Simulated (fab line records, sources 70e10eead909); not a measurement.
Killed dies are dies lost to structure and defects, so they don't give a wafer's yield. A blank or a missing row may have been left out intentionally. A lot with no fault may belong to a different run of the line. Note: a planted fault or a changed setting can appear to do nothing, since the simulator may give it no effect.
Which tool did it?	flow nand-harc	24 lots, 72 wafers sampled, at 5 steps of a route of 1302

## WHAT EACH GAUGE READ, for each wafer
NHARC_A_CONTACT_CD_MEAS_15. Usual: 189.9 nm for cd-nm, sd 0.47.
lot	measured	on	cd-nm (nm)	flag
L074	day 22 15:38	cd-sem-03	190.8 190.2 190.5	
L077	day 23 09:11	cd-sem-01	190.3 190.3 190.7	
L076	day 23 10:29	cd-sem-03	189.9 190.1 190.1	
L075	day 23 12:54	cd-sem-01	189.7 188.9 188.9	
L078	day 23 21:20	cd-sem-01	189.6 189.6 188.9	
L080	day 24 23:52	cd-sem-01	189.8 189.3 189.2	
L079	day 25 13:52	cd-sem-01	190.1 189.9 190.4	
L082	day 25 22:53	cd-sem-03	190.3 189.9 190.5	
L081	day 25 23:50	cd-sem-02	188.9 189.7 189.4	
L083	day 26 04:15	cd-sem-03	189.9 190.5 190.2	
L085	day 26 22:07	cd-sem-03	189.3 189.7 189.3	
L084	day 26 22:27	cd-sem-02	190.1 189.8 190.5	
L086	day 27 01:36	cd-sem-01	190.4 189.9 190.3	
L087	day 27 04:58	cd-sem-01	189.7 189.5 190.2	
L088	day 27 23:14	cd-sem-01	190.5 189.8 189.7	
L090	day 29 01:25	cd-sem-03	189.2 189.5 189.7	
L089	day 29 03:02	cd-sem-01	189.8 190.8 190.4	
L092	day 29 22:34	cd-sem-03	189.4 189.9 190.3	
L091	day 30 01:39	cd-sem-01	190.3 189.7 189.8	
L093	day 30 15:11	cd-sem-03	189.8 189.8 190.0	
L095	day 31 19:50	cd-sem-03	189.9 189.4 190.4	
L097	day 32 02:52	cd-sem-03	190.1 189.9 189.6	
L094	day 32 04:20	cd-sem-01	189.4 189.4 189.1	
L096	day 32 12:11	cd-sem-01	190.9 190.3 190.7	

NHARC_A_M0_CD_MEAS_09: target cd 80 nm. Usual: 80.0 nm for cd-nm, sd 0.62.
lot	measured	on	cd-nm (nm)	flag
L074	day 22 22:44	cd-sem-02	80.5 80.0 79.5	
L077	day 23 18:13	cd-sem-01	81.4 80.1 80.7	
L076	day 23 18:22	cd-sem-02	80.2 79.7 78.6	
L075	day 23 19:52	cd-sem-02	79.3 79.7 79.4	
L078	day 24 05:17	cd-sem-01	80.4 80.4 79.5	
L080	day 25 07:26	cd-sem-01	79.4 78.6 79.5	
L079	day 25 21:10	cd-sem-03	80.6 80.1 80.4	
L082	day 26 06:20	cd-sem-03	79.4 80.7 79.5	
L081	day 26 07:17	cd-sem-03	80.6 80.9 80.4	
L083	day 26 11:16	cd-sem-01	80.8 79.5 79.8	
L085	day 27 05:36	cd-sem-02	80.6 79.6 80.8	
L084	day 27 05:45	cd-sem-02	80.5 79.8 80.1	
L086	day 27 08:34	cd-sem-02	81.2 80.5 81.1	
L087	day 27 12:31	cd-sem-02	79.9 79.6 79.9	
L088	day 28 06:10	cd-sem-02	79.5 80.0 81.3	
L090	day 29 08:20	cd-sem-01	79.8 79.4 79.7	
L089	day 29 10:34	cd-sem-03	80.1 80.6 79.2	
L092	day 30 05:42	cd-sem-03	79.6 80.2 79.5	
L091	day 30 08:46	cd-sem-03	80.9 80.2 80.8	
L093	day 30 22:43	cd-sem-01	80.3 79.9 80.1	
L095	day 32 02:40	cd-sem-03	81.2 79.8 81.4	
L097	day 32 09:49	cd-sem-01	79.5 78.8 79.5	
L094	day 32 11:19	cd-sem-01	79.3 79.4 79.6	
L096	day 32 19:14	cd-sem-02	80.4 80.2 80.5	

NHARC_A_M0_CD_MEAS_16. Usual: 79.8 nm for cd-nm, sd 0.74.
lot	measured	on	cd-nm (nm)	flag
L074	day 22 23:15	cd-sem-02	80.6 79.9 79.1	
L077	day 23 18:42	cd-sem-02	80.5 80.0 80.2	
L076	day 23 18:51	cd-sem-01	80.7 79.9 79.0	
L075	day 23 20:21	cd-sem-03	79.3 79.9 79.4	
L078	day 24 05:47	cd-sem-03	79.5 80.4 79.1	
L080	day 25 07:55	cd-sem-02	79.9 77.6 79.0	
L079	day 25 21:39	cd-sem-02	80.7 79.9 80.9	
L082	day 26 06:49	cd-sem-03	79.1 80.7 80.1	
L081	day 26 07:46	cd-sem-01	81.2 80.4 80.1	
L083	day 26 11:45	cd-sem-02	80.2 79.0 79.6	
L085	day 27 06:05	cd-sem-03	80.4 78.8 80.1	
L084	day 27 06:14	cd-sem-01	80.5 80.2 79.6	
L086	day 27 09:04	cd-sem-03	81.7 80.8 81.0	
L087	day 27 13:01	cd-sem-02	80.2 79.6 79.5	
L088	day 28 06:39	cd-sem-01	79.6 79.9 80.3	
L090	day 29 08:49	cd-sem-02	80.4 79.1 80.3	
L089	day 29 11:03	cd-sem-01	80.2 79.9 79.1	
L092	day 30 06:11	cd-sem-01	78.8 79.1 78.5	
L091	day 30 09:16	cd-sem-03	80.2 79.3 80.9	
L093	day 30 23:13	cd-sem-01	80.2 79.3 78.8	
L095	day 32 03:10	cd-sem-03	80.5 80.0 81.0	
L097	day 32 10:18	cd-sem-01	78.7 78.7 79.7	
L094	day 32 11:49	cd-sem-01	79.0 80.0 80.1	
L096	day 32 19:44	cd-sem-03	80.2 80.0 80.9	

## WHAT TOOL EACH LOT RAN ON (gives the tool, then ch and the chambers of the sampled wafers, and finally the start)
lot	NHARC_A_BLC_STRIP_29	NHARC_A_BLC_ALD_23
L074	rie-diel-10 ch 0,2, day 22 19:52	ald-metal-01 ch 0,1, day 22 20:41
L077	rie-diel-10 ch 0,2,3, day 23 15:26	ald-metal-01 ch 1,2,3, day 23 16:11
L076	rie-diel-07 ch 0,1,2, day 23 15:28	ald-metal-03 ch 1,2,3, day 23 16:14
L075	rie-diel-07 ch 0,2,3, day 23 17:05	ald-metal-02 ch 0,3, day 23 17:50
L078	rie-diel-10 ch 0,3, day 24 02:31	ald-metal-03 ch 1,2,3, day 24 03:16
L080	rie-diel-10 ch 2,3, day 25 04:08	ald-metal-03 ch 1,2, day 25 04:55
L079	rie-diel-10 ch 1,2,3, day 25 18:06	ald-metal-01 ch 2,3, day 25 18:52
L082	rie-diel-07 ch 0,1,2, day 26 03:38	ald-metal-01 ch 0,1, day 26 04:26
L081	rie-diel-07 ch 1,2, day 26 04:04	ald-metal-03 ch 1,2, day 26 05:07
L083	rie-diel-07 ch 0,2,3, day 26 08:36	ald-metal-02 ch 0,2,3, day 26 09:22
L085	rie-diel-07 ch 0,1,2, day 27 02:46	ald-metal-01 ch 1,3, day 27 03:31
L084	rie-diel-10 ch 1,2,3, day 27 02:53	ald-metal-03 ch 0,1,2, day 27 03:43
L086	rie-diel-07 ch 0,3, day 27 05:46	ald-metal-02 ch 1,2,3, day 27 06:33
L087	rie-diel-10 ch 1,2,3, day 27 09:43	ald-metal-01 ch 0,1,3, day 27 10:29
L088	rie-diel-13 ch 0,1, day 28 03:20	ald-metal-03 ch 0,3, day 28 04:08
L090	rie-diel-07 ch 0,2, day 29 05:34	ald-metal-02 ch 1,3, day 29 06:24
L089	rie-diel-07 ch 0,1, day 29 07:43	ald-metal-01 ch 1,2, day 29 08:31
L092	rie-diel-13 ch 0,2, day 30 02:53	ald-metal-01 ch 0,2,3, day 30 03:41
L091	rie-diel-10 ch 1,2, day 30 05:55	ald-metal-01 ch 0,1,2, day 30 06:44
L093	rie-diel-07 ch 0,1,3, day 30 20:00	ald-metal-03 ch 0,1,3, day 30 20:48
L095	rie-diel-07 ch 0,2, day 32 00:01	ald-metal-01 ch 0,2, day 32 00:46
L097	rie-diel-07 ch 0,1,2, day 32 07:09	ald-metal-01 ch 0,1,3, day 32 07:58
L094	rie-diel-13 ch 0,2, day 32 08:32	ald-metal-02 ch 2,3, day 32 09:17
L096	rie-diel-07 ch 1,2,3, day 32 16:27	ald-metal-02 ch 1,2,3, day 32 17:13
- NHARC_A_BLC_STRIP_29: strips in CF4.
- NHARC_A_BLC_ALD_23: deposits TiN, target thk 3 nm, pulse time 1 s, ald cycles 150.

## WHAT THE TOOLS THEMSELVES READ (means of the sampled wafers that have a number; where no wafer has one, the mark that the record gives instead)
NHARC_A_BLC_STRIP_29. Usual: drypump-motor-current-A 5.7 A, standard deviation 0.41; oes-product-au 1.000 a.u., standard deviation 0.0092; rf-vpp-V 59.6 V, standard deviation 0.85; showerhead-plenum-p-Torr 1.82 Torr, standard deviation 0.06; throttle-valve-pct 13.284 %, standard deviation 0.0098.
lot	tool	drypump-motor-current-A (A)	oes-product-au (a.u.)	rf-vpp-V (V)	showerhead-plenum-p-Torr (Torr)	throttle-valve-pct (%)	flag
L074	rie-diel-10	5.9	0.997	59.8	1.80	13.274	
L077	rie-diel-10	5.8	1.005	59.1	1.80	13.281	
L076	rie-diel-07	5.6	1.001	59.9	1.84	13.288	
L075	rie-diel-07	5.7	0.999	59.2	1.84	13.277	
L078	rie-diel-10	5.8	1.012	60.3	1.81	13.290	
L080	rie-diel-10	5.5	0.996	59.9	1.84	13.292	
L079	rie-diel-10	5.6	1.007	59.1	1.78	13.284	
L082	rie-diel-07	5.6	0.997	59.2	1.84	13.289	
L081	rie-diel-07	5.5	1.002	60.1	1.85	13.287	
L083	rie-diel-07	5.7	0.996	59.6	1.84	13.289	
L085	rie-diel-07	5.6	0.998	59.8	1.84	13.277	
L084	rie-diel-10	5.7	0.992	59.4	1.77	13.289	
L086	rie-diel-07	6.0	0.996	59.2	1.82	13.284	
L087	rie-diel-10	5.6	0.991	59.3	1.77	13.281	
L088	rie-diel-13	5.8	1.007	59.4	1.78	13.276	
L090	rie-diel-07	5.7	0.997	60.4	1.83	13.283	
L089	rie-diel-07	5.9	0.997	59.5	1.81	13.281	
L092	rie-diel-13	5.9	1.002	59.9	1.76	13.285	
L091	rie-diel-10	5.8	0.997	58.6	1.71	13.282	
L093	rie-diel-07	6.0	0.993	59.6	1.83	13.286	
L095	rie-diel-07	5.3	1.010	59.0	1.85	13.282	
L097	rie-diel-07	5.5	0.995	59.3	1.84	13.292	
L094	rie-diel-13	5.8	1.007	59.6	1.77	13.280	
L096	rie-diel-07	5.6	1.014	59.6	1.85	13.281	

NHARC_A_BLC_ALD_23. Usual: heater-power-w 1097 W, standard deviation 86; precursor-pulse-height-rel 1.003, standard deviation 0.022.
lot	tool	heater-power-w (W)	precursor-pulse-height-rel	flag
L074	ald-metal-01	1096	0.996	
L077	ald-metal-01	1019	0.996	
L076	ald-metal-03	1148	1.016	
L075	ald-metal-02	1027	1.016	
L078	ald-metal-03	1165	1.008	
L080	ald-metal-03	1118	1.014	
L079	ald-metal-01	987	0.986	
L082	ald-metal-01	1102	1.003	
L081	ald-metal-03	1088	0.990	
L083	ald-metal-02	1109	0.973	
L085	ald-metal-01	1034	1.010	
L084	ald-metal-03	1093	1.022	
L086	ald-metal-02	1127	0.976	
L087	ald-metal-01	1064	0.975	
L088	ald-metal-03	1094	0.996	
L090	ald-metal-02	1077	1.001	
L089	ald-metal-01	1077	1.020	
L092	ald-metal-01	1062	0.988	
L091	ald-metal-01	1132	1.010	
L093	ald-metal-03	1112	1.005	
L095	ald-metal-01	1108	0.990	
L097	ald-metal-01	1007	1.004	
L094	ald-metal-02	1105	1.009	
L096	ald-metal-02	1154	1.020	

## THE ANSWER, worked out from the rows above alone
Rule: a lot counts as off when the mean over its wafers that have a number is more than 3 standard deviations away from the usual mean. Also off: a lot with no number at a reading for which 4 or more lots have one. All remaining lots with rows at the step are treated as sound. After the gauges, taken in route order, come the tools' own readings; for these a lot's mean is taken, as printed above. At the first step where some lot is off, the reading lying furthest off is the one used; lots without a number count as furthest.
Nothing can be told from this: no lot is off at any reading shown.

## WHAT THE SIMULATOR PUT IN
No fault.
